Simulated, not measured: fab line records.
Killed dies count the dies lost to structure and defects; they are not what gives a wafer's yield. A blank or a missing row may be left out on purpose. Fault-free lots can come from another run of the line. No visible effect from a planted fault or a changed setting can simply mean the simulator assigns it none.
Matching of chambers :: flow n5Finfet :: N5_BEOL_M3_DESCUM_33 on rieDiel-05 has 4 sister chambers
The step chemistry O2, time 7 s. 20 wafers are shown with their chamber, then 10 later ones without.

WAFERS WITH THEIR CHAMBER
wafer: L078.1
chamber: 3
showerheadPlenumPTorr (Torr): 2.08
throttleValvePct (%): 20.9
drypumpMotorCurrentA (A): 5.3

wafer: L078.2
chamber: 0
showerheadPlenumPTorr (Torr): 2.16
throttleValvePct (%): 20.7
drypumpMotorCurrentA (A): 6.5

wafer: L078.6
chamber: 1
showerheadPlenumPTorr (Torr): 2.05
throttleValvePct (%): 20.3
drypumpMotorCurrentA (A): 5.5

wafer: L081.2
chamber: 1
showerheadPlenumPTorr (Torr): 2.05
throttleValvePct (%): 20.4
drypumpMotorCurrentA (A): 5.5

wafer: L081.3
chamber: 3
showerheadPlenumPTorr (Torr): 2.08
throttleValvePct (%): 20.9
drypumpMotorCurrentA (A): 5.3

wafer: L081.5
chamber: 0
showerheadPlenumPTorr (Torr): 2.16
throttleValvePct (%): 20.7
drypumpMotorCurrentA (A): 6.5

wafer: L082.1
chamber: 1
showerheadPlenumPTorr (Torr): 2.05
throttleValvePct (%): 20.4
drypumpMotorCurrentA (A): 5.5

wafer: L082.2
chamber: 0
showerheadPlenumPTorr (Torr): 2.16
throttleValvePct (%): 20.7
drypumpMotorCurrentA (A): 6.5

wafer: L082.3
chamber: 3
showerheadPlenumPTorr (Torr): 2.08
throttleValvePct (%): 20.9
drypumpMotorCurrentA (A): 5.2

wafer: L082.4
chamber: 2
showerheadPlenumPTorr (Torr): 2.03
throttleValvePct (%): 20.0
drypumpMotorCurrentA (A): 5.8

wafer: L082.5
chamber: 3
showerheadPlenumPTorr (Torr): 2.08
throttleValvePct (%): 20.9
drypumpMotorCurrentA (A): 5.3

wafer: L082.6
chamber: 0
showerheadPlenumPTorr (Torr): 2.16
throttleValvePct (%): 20.7
drypumpMotorCurrentA (A): 6.4

wafer: L084.1
chamber: 1
showerheadPlenumPTorr (Torr): 2.05
throttleValvePct (%): 20.4
drypumpMotorCurrentA (A): 5.5

wafer: L084.3
chamber: 3
showerheadPlenumPTorr (Torr): 2.08
throttleValvePct (%): 20.9
drypumpMotorCurrentA (A): 5.3

wafer: L084.6
chamber: 0
showerheadPlenumPTorr (Torr): 2.16
throttleValvePct (%): 20.8
drypumpMotorCurrentA (A): 6.5

wafer: L085.1
chamber: 1
showerheadPlenumPTorr (Torr): 2.05
throttleValvePct (%): 20.4
drypumpMotorCurrentA (A): 5.6

wafer: L085.2
chamber: 0
showerheadPlenumPTorr (Torr): 2.16
throttleValvePct (%): 20.8
drypumpMotorCurrentA (A): 6.5

wafer: L085.6
chamber: 1
showerheadPlenumPTorr (Torr): 2.05
throttleValvePct (%): 20.4
drypumpMotorCurrentA (A): 5.5

wafer: L087.1
chamber: 1
showerheadPlenumPTorr (Torr): 2.05
throttleValvePct (%): 20.4
drypumpMotorCurrentA (A): 5.5

wafer: L087.3
chamber: 2
showerheadPlenumPTorr (Torr): 2.02
throttleValvePct (%): 20.0
drypumpMotorCurrentA (A): 5.8

SIGNATURES (averages over the wafers above)
reading: showerheadPlenumPTorr
chamber 0: 2.1600
chamber 1: 2.0500
chamber 2: 2.0250
chamber 3: 2.0800
scatter within a chamber: 0.00177

reading: throttleValvePct
chamber 0: 20.733
chamber 1: 20.386
chamber 2: 20.000
chamber 3: 20.900
scatter within a chamber: 0.037

reading: drypumpMotorCurrentA
chamber 0: 6.483
chamber 1: 5.514
chamber 2: 5.800
chamber 3: 5.280
scatter within a chamber: 0.0395
Rule: a wafer lies at a distance from a chamber equal to the root of the sum of squares, over the readings, of (its reading less the chamber's mean, divided by the reading's scatter). If the next closest chamber is less than 2 further off than the closest, the wafer can't be placed; otherwise it belongs to the closest. The scatter: the root of (the sum of the squares of (reading less its chamber's mean) over the shown wafers, divided by (wafers less chambers)).

WAFERS WITH NO CHAMBER GIVEN
wafer: L087.5
showerheadPlenumPTorr (Torr): 2.05
throttleValvePct (%): 20.4
drypumpMotorCurrentA (A): 5.5

wafer: L090.1
showerheadPlenumPTorr (Torr): 2.02
throttleValvePct (%): 20.0
drypumpMotorCurrentA (A): 5.8

wafer: L090.4
showerheadPlenumPTorr (Torr): 2.16
throttleValvePct (%): 20.8
drypumpMotorCurrentA (A): 6.5

wafer: L090.6
showerheadPlenumPTorr (Torr): 2.16
throttleValvePct (%): 20.8
drypumpMotorCurrentA (A): 6.5

wafer: L097.1
showerheadPlenumPTorr (Torr): 2.07
throttleValvePct (%): 20.6
drypumpMotorCurrentA (A): 5.3

wafer: L097.2
showerheadPlenumPTorr (Torr): 2.04
throttleValvePct (%): 20.4
drypumpMotorCurrentA (A): 5.5

wafer: L097.3
showerheadPlenumPTorr (Torr): 2.15
throttleValvePct (%): 20.8
drypumpMotorCurrentA (A): 6.5

wafer: L097.4
showerheadPlenumPTorr (Torr): 2.02
throttleValvePct (%): 20.0
drypumpMotorCurrentA (A): 5.8

wafer: L097.5
showerheadPlenumPTorr (Torr): 2.15
throttleValvePct (%): 20.8
drypumpMotorCurrentA (A): 6.5

wafer: L097.6
showerheadPlenumPTorr (Torr): 2.07
throttleValvePct (%): 20.6
drypumpMotorCurrentA (A): 5.3

WHICH CHAMBER EACH ONE RAN IN
wafer: L087.5
from the rows above: 1
in truth: 1

wafer: L090.1
from the rows above: 2
in truth: 2

wafer: L090.4
from the rows above: 0
in truth: 0

wafer: L090.6
from the rows above: 0
in truth: 0

wafer: L097.1
from the rows above: 3
in truth: 3

wafer: L097.2
from the rows above: 1
in truth: 1

wafer: L097.3
from the rows above: 0
in truth: 0

wafer: L097.4
from the rows above: 2
in truth: 2

wafer: L097.5
from the rows above: 0
in truth: 0

wafer: L097.6
from the rows above: 3
in truth: 3
10 of 10 placed correctly. Number that these rows cannot place: 0. Wrongly placed: 0.
